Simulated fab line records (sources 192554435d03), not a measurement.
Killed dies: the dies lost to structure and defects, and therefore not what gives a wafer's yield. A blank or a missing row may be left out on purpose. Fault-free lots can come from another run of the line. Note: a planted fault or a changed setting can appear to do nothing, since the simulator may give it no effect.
Problem report in the 8D (eight disciplines) form, filled by code + flow n5_finfet + the parts of the form that need people (team, actions taken, sign-off) are left out

1. PROBLEM STATEMENT
Wafers free of any fault read 10.47 (standard deviation 0.1) for EOT_P at N5_BEOL_M4_RC_MEAS_101, against a mean of 13.02 on 2 wafers of 2 lots. Measured from the usual mean, that is +25 standard deviations.
The first sign was on wafer L375.6 at day 9 17:19, on prober-01. At this step, 28 wafers from 10 lots have a number in the record. Rule for "out" (also "out of limits"): further than 4 standard deviations from the usual mean. The rest of the wafers with a number are treated as sound.

2. WHAT IT IS, WHAT IT ISN'T
| question                    | is                                                                                             | is not                                                                          |
|-----------------------------|------------------------------------------------------------------------------------------------|---------------------------------------------------------------------------------|
| which readings at this step | EOT_P, EOT_N, IGATE_N, IGATE_P, IOFF_N, IOFF_N_85C, IOFF_N_LIN, IOFF_P, IOFF_P_85C, IOFF_P_LIN | ION_N, ION_P                                                                    |
| which lots                  | L375, L378                                                                                     | L367, L368, L371, L372, L373, L374, L389, L390                                  |
| which wafers of those lots  | L375.6, L378.4                                                                                 | L375.2, L378.5                                                                  |
| read on which gauges        | prober-01                                                                                      | prober-02                                                                       |
| when                        | from day 9 17:19                                                                               | up to then (19 sound wafers); but 7 sound wafers of L378, L389, L390 came after |

3. SUSPECTS, AND WHAT RULES EACH OUT
Counting: if a tool at a process step up to the reading ran every lot that is out, it stays a suspect. Sound lots after the first of them don't rule it out here, since some wafers of a struck lot are sound.
- the gauge at N5_BEOL_M4_RC_MEAS_101: kept. All the wafers that are out were read on prober-01, and no step on other tools shows them out.
- remote_plasma-02 at N5_DUMMY_REMOVAL_PRECLEAN_08 (cleans in NF3:NH3, afs cycles 2, time 20 s, sublimation time 60 s): kept. It processed each lot that is out (first: L375, day 6 01:13); up to then, its last sound lot is L374 (day 5 15:44).
Left after counting: remote_plasma-02 at N5_DUMMY_REMOVAL_PRECLEAN_08, prober-01 at N5_BEOL_M4_RC_MEAS_101.

4. THE CAUSE (what the simulator had put in)
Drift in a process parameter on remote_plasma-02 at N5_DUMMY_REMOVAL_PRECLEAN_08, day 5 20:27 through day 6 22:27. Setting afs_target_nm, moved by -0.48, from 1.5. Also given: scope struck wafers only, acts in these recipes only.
This tool is one of the 2 suspects left after counting.

5. THE CHAIN OF EFFECTS, in route order
Rows list readings where the struck wafers' mean (over those with a number) sits beyond 3 standard deviations from the usual. Only readings for which the record gives a usual standard deviation are gone through. hours: the time from each lot's start at the first step in this table that gives one to its start at this step, as a median over the lots. sigmas: the change in usual standard deviations.
| hours | step                    | reading            | usual        | on struck wafers | change  | sigmas      |
|-------|-------------------------|--------------------|--------------|------------------|---------|-------------|
| 0     | N5_BEOL_M4_RC_MEAS_101  | DIBL_N             | 36.7 mV/V    | 46.8             | +10.1   | +4.2        |
| 0     | N5_BEOL_M4_RC_MEAS_101  | DIBL_P             | 37.4 mV/V    | 48.5             | +11.1   | +3.8        |
| 0     | N5_BEOL_M4_RC_MEAS_101  | EOT_N              | 10.51        | 13.04            | +2.53   | +23         |
| 0     | N5_BEOL_M4_RC_MEAS_101  | EOT_P              | 10.47        | 13.02            | +2.54   | +25         |
| 0     | N5_BEOL_M4_RC_MEAS_101  | IGATE_N            | 0.0128 nA/um | 0.0008           | -0.0120 | -5.0        |
| 0     | N5_BEOL_M4_RC_MEAS_101  | IGATE_P            | 0.0038 nA/um | 0.0003           | -0.0036 | -4.9        |
| 0     | N5_BEOL_M4_RC_MEAS_101  | IOFF_N             | 0.18 nA/um   | 0.46             | +0.28   | +5.7        |
| 0     | N5_BEOL_M4_RC_MEAS_101  | IOFF_N_85C         | 3.4 nA/um    | 7.7              | +4.3    | +5.3        |
| 0     | N5_BEOL_M4_RC_MEAS_101  | IOFF_N_LIN         | 0.080 nA/um  | 0.196            | +0.116  | +6.4        |
| 0     | N5_BEOL_M4_RC_MEAS_101  | IOFF_P             | 0.23 nA/um   | 0.57             | +0.34   | +5.9        |
| 0     | N5_BEOL_M4_RC_MEAS_101  | IOFF_P_85C         | 3.9 nA/um    | 8.5              | +4.6    | +5.6        |
| 0     | N5_BEOL_M4_RC_MEAS_101  | IOFF_P_LIN         | 0.105 nA/um  | 0.240            | +0.136  | +6.8        |
| 0     | N5_BEOL_M4_RC_MEAS_101  | SS_P               | 73.5 mV/dec  | 76.5             | +3.0    | +3.4        |
| 0     | N5_BEOL_M4_RC_MEAS_101  | VT_P               | -250 mV      | -236             | +14     | +3.1        |
| 100   | N5_PASSIVATION_PROBE_49 | sort_bin_4_leakage | 0.0 %        | 41.3             | +41.3   | +99 or more |
| 100   | N5_PASSIVATION_PROBE_49 | sort_n_pass        | 1078         | 584              | -494    | -25         |
| 100   | N5_PASSIVATION_PROBE_49 | sort_yield_pct     | 91.3 %       | 49.5             | -41.8   | -25         |
Here are the process steps it includes:
- N5_PASSIVATION_PROBE_49

6. WHAT WOULD HAVE CAUGHT IT SOONER
The first out-of-limits reading at a measuring or inspecting step in this record came at day 9 17:19, 93 hours after the fault's start at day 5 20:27.
By day 9 17:19, every lot that is out (2) had started N5_DUMMY_REMOVAL_PRECLEAN_08 on remote_plasma-02. Tool hold at that time: it would have spared none of them.
